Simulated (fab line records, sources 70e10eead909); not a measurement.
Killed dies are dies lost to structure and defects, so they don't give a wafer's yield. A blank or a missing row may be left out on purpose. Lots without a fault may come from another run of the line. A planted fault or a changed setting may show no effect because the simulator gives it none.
Which tool did it? | flow nand_harc | 15 lots, 45 wafers sampled, at 4 steps of a route of 1302

WHAT THE GAUGES READ, wafer by wafer
The record holds no reading of a measuring or inspecting step that can be judged against a usual standard deviation.

WHICH TOOL RAN EACH LOT (tool, then ch and the chambers of the sampled wafers, then the start)
lot  | NHARC_A_STAIRCASE_DEP_156       | NHARC_A_STAIRCASE_DEVELOP_08      | NHARC_A_STAIRCASE_TRIM_18      | NHARC_A_STAIRCASE_ETCH_19
L994 | pecvd-01 ch 0,2, day 15 15:17   | litho_track-07 ch 0, day 15 17:00 | rie_diel-08 ch 0,1, no start   | rie_diel-08 ch 1,2, no start
L995 | pecvd-03 ch 0,1, day 15 20:08   | litho_track-05 ch 0, day 15 22:00 | rie_diel-05 ch 2,3, no start   | rie_diel-05 ch 0,1,3, no start
L997 | pecvd-02 ch 1,2, day 16 21:07   | litho_track-05 ch 0, day 16 23:00 | rie_diel-05 ch 0,1,3, no start | rie_diel-05 ch 0,1,3, no start
L999 | pecvd-01 ch 0,1,2, day 17 08:32 | litho_track-07 ch 0, day 17 11:00 | rie_diel-05 ch 0,1,2, no start | rie_diel-05 ch 0,2,3, no start
L998 | pecvd-03 ch 0,1, day 17 08:32   | litho_track-05 ch 0, day 17 11:00 | rie_diel-08 ch 0,1, no start   | rie_diel-08 ch 0,1,3, no start
L100 | pecvd-03 ch 0,2, day 17 20:14   | litho_track-05 ch 0, day 17 23:00 | rie_diel-05 ch 0,3, no start   | rie_diel-05 ch 0,1,3, no start
L102 | pecvd-02 ch 0,2, day 18 14:35   | litho_track-02 ch 0, day 18 17:00 | rie_diel-02 ch 0,1,2, no start | rie_diel-02 ch 0,2,3, no start
L104 | pecvd-01 ch 1,2, day 20 03:57   | litho_track-05 ch 0, day 20 06:00 | rie_diel-08 ch 0,1,3, no start | rie_diel-08 ch 0,3, no start
L105 | pecvd-02 ch 0,2, day 20 03:59   | litho_track-07 ch 0, day 20 06:00 | rie_diel-05 ch 0,2,3, no start | rie_diel-05 ch 1,2,3, no start
L107 | pecvd-02 ch 0,1,2, day 20 23:35 | litho_track-05, day 21 01:00      | rie_diel-02 ch 0,1,2, no start | rie_diel-02 ch 0,1,2, no start
L108 | pecvd-03 ch 0,1, day 22 09:22   | litho_track-02, day 22 11:00      | rie_diel-08 ch 0,3, no start   | rie_diel-08 ch 0,2,3, no start
L110 | pecvd-01 ch 0,1, day 22 09:31   | litho_track-02, day 22 11:00      | rie_diel-05 ch 1,2,3, no start | rie_diel-05 ch 0,1,3, no start
L114 | pecvd-02 ch 1,2, day 23 05:24   | litho_track-02 ch 0, day 23 07:00 | rie_diel-08 ch 0,1, no start   | rie_diel-08 ch 0,3, no start
L115 | pecvd-02 ch 0,1,2, day 24 04:38 | litho_track-05 ch 0, day 24 07:00 | rie_diel-05 ch 0,2,3, no start | rie_diel-05 ch 0,1, no start
L117 | pecvd-02 ch 0,1,2, day 24 16:31 | litho_track-02 ch 0, day 24 18:00 | rie_diel-05 ch 0,2,3, no start | rie_diel-05 ch 0,2, no start
- NHARC_A_STAIRCASE_DEP_156: deposits SiNx, target thk 50 nm.
- NHARC_A_STAIRCASE_DEVELOP_08: time 140 s.
- NHARC_A_STAIRCASE_TRIM_18: chemistry O2, time 211.2 s.
- NHARC_A_STAIRCASE_ETCH_19: etches the open film in C4F8/O2, target depth 100 nm, time 40.5 s.

WHAT THE TOOLS THEMSELVES READ (means of the sampled wafers that have a number; where no wafer has one, the mark that the record gives instead)
NHARC_A_STAIRCASE_DEP_156. Usual: heater_power_w 707 W, standard deviation 76.
lot  | tool     | heater_power_w (W) | flag
L994 | pecvd-01 | 801                |
L995 | pecvd-03 | 713                |
L997 | pecvd-02 | 653                |
L999 | pecvd-01 | 792                |
L998 | pecvd-03 | 738                |
L100 | pecvd-03 | 706                |
L102 | pecvd-02 | 644                |
L104 | pecvd-01 | 811                |
L105 | pecvd-02 | 666                |
L107 | pecvd-02 | 667                |
L108 | pecvd-03 | 742                |
L110 | pecvd-01 | 808                |
L114 | pecvd-02 | 751                |
L115 | pecvd-02 | 707                |
L117 | pecvd-02 | 701                |

NHARC_A_STAIRCASE_DEVELOP_08. Usual: chill_plate_temp_C 23.01 C, standard deviation 0.096; exhaust_pa 45.0 Pa, standard deviation 0.91.
lot  | tool           | chill_plate_temp_C (C) | exhaust_pa (Pa) | flag
L994 | litho_track-07 | 22.94                  | 46.1            |
L995 | litho_track-05 | 23.08                  | 44.9            |
L997 | litho_track-05 | 22.89                  | 44.9            |
L999 | litho_track-07 | 23.09                  | 44.1            |
L998 | litho_track-05 | 23.00                  | 45.6            |
L100 | litho_track-05 | 23.05                  | 44.4            |
L102 | litho_track-02 | 23.07                  | 45.8            |
L104 | litho_track-05 | 22.89                  | 44.7            |
L105 | litho_track-07 | 22.94                  | 44.9            |
L107 | litho_track-05 | -                      | -               | OFF
L108 | litho_track-02 | -                      | -               | OFF
L110 | litho_track-02 | -                      | -               | OFF
L114 | litho_track-02 | 23.02                  | 45.6            |
L115 | litho_track-05 | 22.93                  | 45.2            |
L117 | litho_track-02 | 23.12                  | 45.0            |

NHARC_A_STAIRCASE_TRIM_18. Usual: drypump_motor_current_A 5.4 A, standard deviation 0.5; oes_product_au 0.998 a.u., standard deviation 0.011; rf_vpp_V 57.8 V, standard deviation 0.74; showerhead_plenum_p_Torr 3.59 Torr, standard deviation 0.11; throttle_valve_pct 17.036 %, standard deviation 0.01.
lot  | tool        | drypump_motor_current_A (A) | oes_product_au (a.u.) | rf_vpp_V (V) | showerhead_plenum_p_Torr (Torr) | throttle_valve_pct (%) | flag
L994 | rie_diel-08 | 5.6                         | 0.994                 | 57.2         | 3.35                            | 17.030                 |
L995 | rie_diel-05 | 5.8                         | 1.008                 | 57.2         | 3.59                            | 17.027                 |
L997 | rie_diel-05 | 5.1                         | 1.008                 | 58.5         | 3.62                            | 17.037                 |
L999 | rie_diel-05 | 5.1                         | 1.004                 | 56.5         | 3.60                            | 17.030                 |
L998 | rie_diel-08 | 5.4                         | 1.007                 | 57.7         | 3.61                            | 17.038                 |
L100 | rie_diel-05 | 5.4                         | 1.006                 | 57.6         | 3.64                            | 17.031                 |
L102 | rie_diel-02 | 5.6                         | 0.984                 | 58.1         | 3.65                            | 17.048                 |
L104 | rie_diel-08 | 5.6                         | 0.995                 | 57.4         | 3.60                            | 17.041                 |
L105 | rie_diel-05 | 5.4                         | 0.994                 | 57.7         | 3.62                            | 17.035                 |
L107 | rie_diel-02 | 5.6                         | 0.983                 | 58.4         | 3.64                            | 17.043                 |
L108 | rie_diel-08 | 5.5                         | 1.009                 | 58.4         | 3.50                            | 17.028                 |
L110 | rie_diel-05 | 5.5                         | 0.988                 | 57.4         | 3.53                            | 17.036                 |
L114 | rie_diel-08 | 5.6                         | 1.002                 | 58.2         | 3.68                            | 17.039                 |
L115 | rie_diel-05 | 5.4                         | 0.982                 | 57.9         | 3.61                            | 17.032                 |
L117 | rie_diel-05 | 5.5                         | 0.991                 | 57.9         | 3.60                            | 17.036                 |

NHARC_A_STAIRCASE_ETCH_19. Usual: oes_product_au 0.941 a.u., standard deviation 0.013; rf_vpp_V 898 V, standard deviation 4.1.
lot  | tool        | oes_product_au (a.u.) | rf_vpp_V (V) | flag
L994 | rie_diel-08 | 0.929                 | 890          |
L995 | rie_diel-05 | 0.946                 | 899          |
L997 | rie_diel-05 | 0.955                 | 899          |
L999 | rie_diel-05 | 0.940                 | 900          |
L998 | rie_diel-08 | 0.945                 | 899          |
L100 | rie_diel-05 | 0.949                 | 899          |
L102 | rie_diel-02 | 0.941                 | 897          |
L104 | rie_diel-08 | 0.951                 | 895          |
L105 | rie_diel-05 | 0.953                 | 896          |
L107 | rie_diel-02 | 0.922                 | 900          |
L108 | rie_diel-08 | 0.952                 | 895          |
L110 | rie_diel-05 | 0.931                 | 899          |
L114 | rie_diel-08 | 0.937                 | 895          |
L115 | rie_diel-05 | 0.936                 | 900          |
L117 | rie_diel-05 | 0.933                 | 898          |

THE ANSWER, worked out from the rows above alone
Rule: a lot is off if the mean of its wafers that have a number lies more than 3 standard deviations from the usual mean. A lot without any number at a reading at which 4 lots or more have one is off too. The other lots that the step has rows for count as sound. The gauges are gone through in route order, then the tools' own readings, and for those a lot's mean is taken as printed above. The first step at which some lot is off is used, and at that step the reading that is off furthest; a lot without a number counts as furthest.
Off: L107, L108, L110, at NHARC_A_STAIRCASE_DEVELOP_08 (chill_plate_temp_C). Without a number there: L107, L108, L110.
A tool fits if, at that step or a process step before it, it ran every lot that is off, and no sound lot after the first of them. None of those tried fits.

WHAT THE SIMULATOR HAD PUT IN
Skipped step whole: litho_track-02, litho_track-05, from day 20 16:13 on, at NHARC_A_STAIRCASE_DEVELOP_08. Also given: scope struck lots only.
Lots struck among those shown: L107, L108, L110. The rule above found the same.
